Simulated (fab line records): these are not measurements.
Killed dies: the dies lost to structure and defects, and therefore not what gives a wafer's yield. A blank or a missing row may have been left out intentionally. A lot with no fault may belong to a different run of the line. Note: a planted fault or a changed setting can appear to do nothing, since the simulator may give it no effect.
Split-lot experiment | flow n5-finfet | 21 wafers read from 7 lots, route of 1938 steps

== SPLIT DETAILS ==
At N5_ZERO_LAYER_EXPOSE_08 (exposes mask ZERO, defocus 0 nm, target cd 2000 nm), the setting dose-mj was moved away from the recipe's 16.2 on 10 of the 21 wafers read, by -7.3% to +6.2%. For the rest of the wafers, this setting stayed at what the recipe calls for.

== FROM THE SPLIT TO THE READING: what the file shows between them, 3 steps ==
- N5_ZERO_LAYER_PEB_09
- N5_ZERO_LAYER_DEVELOP_10: develop time 60 s
- N5_ZERO_LAYER_HARDBAKE_23: time 120 s

== THE READING ==
At N5_ZERO_LAYER_CD_MEAS_11: cd-nm in nanometres, against a target cd of 2000 nm. A value of 2001.1 nm with a standard deviation of 1.9 nm is what fault-free wafers of this fab line usually give.

wafer  | tool, chamber at the split | dose-mj as run | against the recipe | cd-nm, nm | against lot-mates on the recipe
L078.3 | krf-scanner-02, 0          | 16.2           | recipe             | 2003.2    | -
L078.5 | krf-scanner-02, 0          | 15.34          | -5.3%              | 1988.7    | -13.4
L078.6 | krf-scanner-02, 0          | 16.2           | recipe             | 2000.9    | -
L081.1 | krf-scanner-02, 0          | 15.01          | -7.3%              | 1988.5    | -15.9
L081.2 | krf-scanner-02, 0          | 16.2           | recipe             | 2004.4    | -
L081.4 | krf-scanner-02, 0          | 15.01          | -7.3%              | 1989.1    | -15.3
L082.1 | krf-scanner-02, 0          | 17.2           | +6.2%              | 2016.5    | +12.3
L082.3 | krf-scanner-02, 0          | 16.2           | recipe             | 2004.2    | -
L082.6 | krf-scanner-02, 0          | 17.2           | +6.2%              | 2015.3    | +11.1
L083.2 | krf-scanner-01, 0          | 16.2           | recipe             | 2001.7    | -
L083.5 | krf-scanner-01, 0          | 16.2           | recipe             | 2001.1    | -
L083.6 | krf-scanner-01, 0          | 16.2           | recipe             | 2001.8    | -
L084.1 | krf-scanner-01, 0          | 16.2           | recipe             | 2001.9    | -
L084.3 | krf-scanner-01, 0          | 16.69          | +3.0%              | 2006.9    | +5.0
L084.5 | krf-scanner-01, 0          | 16.69          | +3.0%              | 2006.7    | +4.8
L096.2 | krf-scanner-01, 0          | 16.2           | recipe             | 2002.0    | -
L096.3 | krf-scanner-01, 0          | 15.54          | -4.1%              | 1993.1    | -8.9
L096.6 | krf-scanner-01, 0          | 15.54          | -4.1%              | 1993.9    | -8.1
L097.2 | krf-scanner-02, 0          | 16.2           | recipe             | 2002.1    | -
L097.3 | krf-scanner-02, 0          | 16.2           | recipe             | 2000.9    | -
L097.4 | krf-scanner-02, 0          | 15.45          | -4.6%              | 1990.6    | -10.9

FIT RESULTS
A straight line over all 21 wafers: cd-nm changes by +2.06 nm for each +1% of dose-mj; r = +0.98; the points scatter about the line by 1.5 nm.
The same after taking each lot's own level away (the mean of its wafers on the recipe; 21 wafers): +2.06 nm for each +1%; r = +0.99; scatter 0.87 nm.
The reading moves by 15 nm for the largest change in dose-mj, on that fit.
The lots' own levels span 2001.50 to 2004.40 nm, that is 1.5 times the standard deviation above.
Consequently the slope shifts little with the lot-to-lot level, the two slopes agreeing.
Check: -15.5 nm against its lot-mates is what the line predicts for one of the wafers moved furthest among these (-7.3%) when that wafer is left out of the fit. Against them it came out at -15.9 nm.

== OTHER SPLITS ON THESE WAFERS ==
These wafers also went through other splits before the reading. Each is held against what the fit with the lots' levels taken away leaves over:
other split on the same wafers | wafers away from the commonest value | r with cd-nm (lot level and that fit taken away)
N5_ZERO_LAYER_COAT_05 spin-rpm | 7                                    | +0.29

== THE WHOLE CHAIN: every reading that the file lists as answering this split, in the file's order ==
step                     | what it does                                        | reading                                                           | change (the file's fit)              | r (the file's)
N5_ZERO_LAYER_CD_MEAS_11 | target cd 2000 nm                                   | cd-nm                                                             | +2.14 nm for each +1% of the setting | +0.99
N5_ZERO_LAYER_DESCUM_16  | chemistry O2, time 7.9 s                            | ZERO_LAYER.cd-nm (the simulator's own value, which no gauge read) | +2.05 nm for each +1% of the setting | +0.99
N5_ZERO_LAYER_ETCH_17    | etches SiO2 in CF4, target depth 12 nm, time 13.3 s | ZERO_LAYER.cd-nm (the simulator's own value, which no gauge read) | +2.12 nm for each +1% of the setting | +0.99

== FILE'S OWN FIT ==
cd-nm changes by +2.14 nm for each +1% of dose-mj, r = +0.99.
